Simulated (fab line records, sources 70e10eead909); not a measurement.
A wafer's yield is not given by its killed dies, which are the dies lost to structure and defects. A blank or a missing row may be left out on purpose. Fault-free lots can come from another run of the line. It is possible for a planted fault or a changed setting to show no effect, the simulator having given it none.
fab line records    flow nand-harc    part 2 of 2: steps 19 to 27 of 27
record: lots: 5  wafers: 15  last-day: 24
route steps=1159 shown A_SGD_CUT@751
lots that met no fault: taken from a fault-free run of the same line
start-h: hours from the record's first day to the start of the lot's first wafer shown    wait-h: hours elapsed since this lot's preceding step    " identical to the entry in the row above    L1.1+2: several wafers, shown together as one row    - value missing, or start not given    * or withheld: withheld    < > ~ a bound
route shown NAME@n: NAME is a module with steps in the file, n the number in the route of the first one    usual: average and standard deviation across the fault-free wafers    same: alike in all rows    chamber/n: place in a boat    sites: readings site by site    _std_site: the values' standard deviation    _edge_site: mean of outer sites minus mean of inner sites    radius-mm: how far each site lies from the wafer's centre    mask NAME#n: copy n    behind: tool/chamber where the wafer was last shaped    hold: the reason the lot was held/the length of the hold in hours/how it ended    device: which transistor (n, p or np) failed to switch    end of line: tests of these same wafers at the route's end    step lacking rows: just its recipe    killed: dies that structure and defects cost at the first sort, which is not the same as the wafer's yield    map: per-die view of a wafer (x killed, . not killed, _ where there is no die)
set.NAME: the run value of the setting; set.NAME@STEP: its run value at that earlier step    model.NAME: the simulator's own value behind a step, which no gauge read
lots at selected steps of the route; one table per step, one row per wafer
services: when a tool's chamber went out of use (start-h, in hours from the record's first day, below 0 if earlier), for how many hours, and the reason
== steps ==
step: NHARC_A_SGD_CUT_SRD_19
lot.wafer   tool          chamber  start-h  wait-h
L077.4+1+2  wet-bench-01  5,7,0    -        -
L084.3+2+4  wet-bench-01  1,2,4    -        -
L090.4+2+6  wet-bench-05  5,6,2    -        -
L092.3+2+5  wet-bench-01  4,5,6    -        -
L095.2+1+4  wet-bench-05  0,1,2    -        -
step: NHARC_A_SGD_CUT_DEP_20
recipe: target-thk-a: 1500  temp-c: 65  material: SiO2
lot.wafer   tool     chamber  start-h  wait-h
L077.1+2+4  fcvd-02  1,0,1    335.43   -
L084.2+4+3  fcvd-01  1,0,1    371.91   -
L090.2+4+6  fcvd-02  0,1,1    406.55   -
L092.2+3+5  fcvd-02  1,1,0    411.69   -
L095.1+2+4  fcvd-02  1,0,0    423.00   -
step: NHARC_A_SGD_CUT_ANNEAL_27
recipe: temp-c: 450  time-s: 1800
usual: spike-tc-top-C: 477.4/1  tube-center-temp-C: 450/0.041  tube_center_temp_C_max: 451.14/0.15
lot.wafer  tool        chamber  start-h  wait-h  spike-tc-top-C  tube-center-temp-C  tube_center_temp_C_max
L077.1     furnace-06  0        337.57   2.1     477.1           449.99              451.16
L077.2     "           0        "        "       476.8           450.04              451.24
L077.4     "           0        "        "       477.5           450                 451.10
L084.2     furnace-06  0        375.01   3.1     480.7           449.95              450.90
L084.3     "           0        "        "       477.5           450.03              451.11
L084.4     "           0        "        "       476.7           449.97              451.09
L090.2     furnace-06  0        410.94   4.4     476.5           449.98              451.17
L090.4     "           0        "        "       478.7           450.01              450.98
L090.6     "           0        "        "       475.5           449.99              450.92
L092.2     furnace-03  0        415.89   4.2     479.0           450.05              451.39
L092.3     "           0        "        "       476.1           449.97              451.05
L092.5     "           0        "        "       477.5           449.96              450.82
L095.1     furnace-06  0        428.79   5.8     477.7           450.03              451.11
L095.2     "           0        "        "       476.9           450.01              451.25
L095.4     "           0        "        "       476.7           449.98              451.23
step: NHARC_A_SGD_CUT_CMP_21
recipe: target-thk-nm: 148.19
usual: motor-current-A: 12.7/1.3  time-to-endpoint-s: 50.5/2.4
lot.wafer  tool    chamber  start-h  wait-h  motor-current-A  time-to-endpoint-s
L077.1     cmp-02  2        339.17   0.5     11.3             50.9
L077.2     "       0        "        "       11.5             48.9
L077.4     "       1        "        "       12.9             51.2
L084.3     cmp-04  0        376.48   0.4     14.8             50.6
L084.2     "       1        "        "       13.9             52.0
L084.4     "       2        "        "       11.5             50.9
L090.4     cmp-01  3        412.42   0.4     13.1             49.9
L090.2     "       0        "        "       13.1             48.8
L090.6     "       1        "        "       12.8             46.3
L092.3     cmp-01  1        417.34   0.4     12.1             53.1
L092.2     "       3        "        "       12.9             53.1
L092.5     "       2        "        "       11.9             49.3
L095.2     cmp-01  1        430.23   0.4     12.3             50.6
L095.4     "       3        "        "       12.8             52.8
L095.1     "       0        "        "       13.2             48.3
step: NHARC_A_SGD_CUT_THK_MEAS_22
recipe: thk-meas-gauge: ellipsometry
usual: thk-nm: 148.3/1.3
lot.wafer  tool           chamber  start-h  wait-h  thk-nm
L077.1     film-metro-01  -        339.43   0.2     149.5
L077.2     "              -        "        "       149.2
L077.4     "              -        "        "       148.8
L084.2     film-metro-01  -        376.71   0.2     147.4
L084.3     "              -        "        "       147.1
L084.4     "              -        "        "       148.9
L090.2     film-metro-02  -        412.62   0.2     147.7
L090.4     "              -        "        "       145.4
L090.6     "              -        "        "       145.0
L092.2     film-metro-02  -        417.59   0.2     149.4
L092.3     "              -        "        "       148.9
L092.5     "              -        "        "       146.8
L095.1     film-metro-02  -        430.48   0.2     149.2
L095.2     "              -        "        "       149.2
L095.4     "              -        "        "       147.1
step: NHARC_A_SGD_CUT_SRD_23
lot.wafer   tool          chamber  start-h  wait-h
L077.4+2+1  wet-bench-01  7,0,1    339.47   0.0
L084.3+4+2  wet-bench-01  7,0,1    376.76   0.0
L090.2+6+4  wet-bench-04  6,0,1    412.66   0.0
L092.3+5+2  wet-bench-01  1,3,5    417.63   0.0
L095.1+4+2  wet-bench-04  1,2,5    430.52   0.0
step: NHARC_A_SGD_CUT_ETCH_26
recipe: target-depth-a: 458  chemistry: dHF  material: SiO2
lot.wafer   tool          chamber  start-h  wait-h
L077.4+2+1  wet-bench-01  7,0,1    339.50   0.0
L084.3+4+2  wet-bench-01  7,0,1    376.78   0.0
L090.2+6+4  wet-bench-04  6,0,1    412.69   0.0
L092.3+5+2  wet-bench-01  1,3,5    417.66   0.0
L095.1+4+2  wet-bench-04  1,2,5    430.55   0.0
step: NHARC_A_SGD_CUT_ETCHBACK_24
recipe: target-depth-a: 500  over-etch-frac: 0.3  time-s: 92.857  ion-energy-ev: 120  ch3f-flow-sccm: 50  o2-flow-sccm: 30  ar-flow-sccm: 200  rf-w: 500  bias-w: 100  chemistry: CH3F/O2
usual: chamber-pressure-mTorr: 24.997/0.022  drypump-motor-current-A: 5.6/0.44  o2-flow-sccm: 29.98/0.087  oes-product-au: 0.98/0.034  rf-vpp-V: 244.1/1.5  showerhead-plenum-p-Torr: 2.44/0.097  throttle-valve-pct: 20.662/0.0087
lot.wafer  tool         chamber  start-h  wait-h  chamber-pressure-mTorr  drypump-motor-current-A  o2-flow-sccm  oes-product-au  rf-hours-counter-h  rf-vpp-V  showerhead-plenum-p-Torr  throttle-valve-pct
L077.1     rie-diel-02  1        339.67   0.2     24.971                  6.1                      29.92         1.01            0                   241.4     2.34                      20.655
L077.4     "            2        "        "       25.013                  6.1                      29.97         0.99            0                   245.3     2.49                      20.681
L077.2     "            3        "        "       25.002                  5.5                      30.09         1.02            0                   244.0     2.40                      20.665
L084.2     rie-diel-04  2        376.96   0.2     25.033                  5.3                      29.80         1.00            7                   243.7     2.46                      20.663
L084.3     "            3        "        "       24.997                  6.5                      30.00         1.00            8                   245.8     2.47                      20.661
L084.4     "            3        "        "       25.018                  6.5                      29.97         1.00            -                   242.8     2.47                      20.664
L090.2     rie-diel-03  2        412.86   0.2     24.994                  5.0                      30.02         1.00            2                   243.8     2.37                      20.668
L090.4     "            3        "        "       24.958                  5.0                      30.01         0.99            2                   243.2     2.42                      20.681
L090.6     "            2        "        "       24.997                  5.0                      30.14         1.01            -                   243.6     2.37                      20.657
L092.3     rie-diel-02  2        417.81   0.1     24.992                  6.0                      29.91         1.00            6                   244.4     2.48                      20.678
L092.2     "            0        "        "       24.976                  5.5                      29.96         1.01            6                   241.8     2.31                      20.655
L092.5     "            3        "        "       24.977                  5.5                      29.96         1.01            -                   244.1     2.40                      20.659
L095.1     rie-diel-04  1        430.70   0.2     24.994                  5.3                      30.10         1.00            12                  246.7     2.61                      20.659
L095.2     "            3        "        "       25.015                  6.5                      29.89         1.00            14                  242.9     2.47                      20.658
L095.4     "            0        "        "       25.009                  5.3                      29.85         1.00            14                  245.2     2.60                      20.661
step: NHARC_A_SGD_CUT_STRIP_28
recipe: time-s: 20  o2-flow-sccm: 500  ar-flow-sccm: 0  bias-w: 0  chemistry: O2
usual: chamber-pressure-mTorr: 60.00/0.052  drypump-motor-current-A: 5.7/0.43  o2-flow-sccm: 500.1/1.5  oes-product-au: 1.002/0.0072  rf-vpp-V: 57.9/0.85  showerhead-plenum-p-Torr: 3.51/0.13  throttle-valve-pct: 17.036/0.0089
lot.wafer  tool         chamber  start-h  wait-h  chamber-pressure-mTorr  drypump-motor-current-A  o2-flow-sccm  oes-product-au  rf-hours-counter-h  rf-vpp-V  showerhead-plenum-p-Torr  throttle-valve-pct
L077.4     rie-diel-02  3        -        -       60.02                   5.5                      501.1         0.999           0                   57.6      3.45                      17.039
L077.2     "            1        "        "       60.06                   6.1                      500.2         0.997           0                   57.6      3.36                      17.031
L077.1     "            2        "        "       60.00                   6.1                      499.3         1.004           0                   57.5      3.57                      17.048
L084.2     rie-diel-04  0        377.11   0.1     60.01                   5.4                      499.6         0.991           8                   57.9      3.72                      17.028
L084.3     "            2        "        "       60.09                   5.3                      500.4         0.989           7                   59.1      3.53                      17.025
L084.4     "            0        "        "       60.04                   5.4                      499.7         1.010           -                   59.5      3.72                      17.048
L090.2     rie-diel-03  3        -        -       59.97                   5.0                      498.7         1.000           2                   57.7      3.47                      17.038
L090.4     "            1        "        "       60.05                   5.9                      500.6         0.998           1                   58.9      3.48                      17.034
L090.6     "            2        "        "       59.97                   5.0                      498.7         1.010           -                   57.8      3.41                      17.034
L092.3     rie-diel-02  3        -        -       60.11                   5.5                      498.2         1.014           5                   57.7      3.45                      17.042
L092.2     "            2        "        "       60.05                   6.1                      500.5         1.002           6                   58.4      3.56                      17.042
L092.5     "            0        "        "       59.94                   5.5                      499.4         1.019           -                   57.9      3.33                      17.043
L095.2     rie-diel-04  0        -        -       60.03                   5.3                      499.5         0.991           14                  58.9      3.72                      17.036
L095.1     "            1        "        "       59.98                   5.3                      502.7         1.000           13                  57.0      3.74                      17.050
L095.4     "            2        "        "       59.98                   5.3                      500.0         0.995           14                  57.8      3.53                      17.034
== services ==
tool             chamber  start-h  hours  kind
arfi-scanner-03  -        312.00   4.0    pm
litho-track-04   -        316.00   7.0    pm
cmp-02           -        324.97   4.0    pm
rie-diel-02      1        326.67   5.9    repair
rie-diel-02      -        327.70   9.0    pm
arfi-scanner-02  -        330.42   4.9    repair
wet-bench-04     -        339.20   8.0    pm
cmp-04           -        341.01   1.4    repair
arfi-scanner-01  -        345.00   0.4    repair
arfi-scanner-02  -        345.17   2.0    repair
cmp-02           -        346.14   1.1    repair
cmp-04           -        349.15   1.0    repair
fcvd-02          -        354.25   1.0    repair
arfi-scanner-01  -        368.01   4.0    pm
fcvd-02          1        369.87   13.2   repair
wet-bench-05     -        372.80   8.0    pm
rie-diel-04      1        372.98   6.7    repair
rie-diel-03      0        373.75   1.7    repair
cmp-01           -        375.50   4.0    pm
fcvd-02          -        376.01   13.0   pm
wet-bench-01     -        389.60   8.0    pm
rie-diel-03      -        392.52   9.0    pm
rie-diel-04      -        396.78   0.3    repair
arfi-scanner-02  -        427.85   8.7    repair
